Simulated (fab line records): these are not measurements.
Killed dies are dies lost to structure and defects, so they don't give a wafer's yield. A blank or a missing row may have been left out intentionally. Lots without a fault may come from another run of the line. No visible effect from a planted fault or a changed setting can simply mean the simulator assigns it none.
Chamber matching ; flow n5_finfet ; rie_diel-01 running N5_BEOL_M2_ETCH_64: 4 sister chambers
The step etches SOC in N2/H2, target depth 75 nm, overetch 22.5 nm, time 121.9 s. 4 wafers are shown with their chamber, then 9 later ones without.

== EACH WAFER AND ITS CHAMBER ==
wafer;chamber;drypump_motor_current_A (A)
L079.6;1;5.5
L084.1;2;5.7
L085.3;0;5.2
L085.6;3;6.4

== WAFERS WITH NO CHAMBER GIVEN ==
wafer;drypump_motor_current_A (A)
L089.3;5.8
L089.5;5.5
L089.6;5.8
L095.1;6.4
L095.2;5.5
L095.5;5.5
L097.2;5.7
L097.5;6.4
L097.6;5.7

== CHAMBER TAKEN BY EACH ==
wafer;from the rows above;in truth
L089.3;2;2
L089.5;1;1
L089.6;2;2
L095.1;3;3
L095.2;1;1
L095.5;1;1
L097.2;2;2
L097.5;3;3
L097.6;2;2
Correct placement for 9 of the 9. From these rows, 0 cannot be placed. 0 placed wrongly.
How it was worked out, from the rows above alone: a wafer's distance from a chamber is the root of the sum, over the readings, of the square of ((its reading less the chamber's mean) divided by the reading's scatter). If the next closest chamber is less than 2 further off than the closest, the wafer can't be placed; otherwise it belongs to the closest. For every chamber, the mean is computed from those of its wafers that are shown. The scatter (one wafer shown for each chamber): square how far every hidden wafer sits from the nearest shown wafer, average those squares and take the square root.
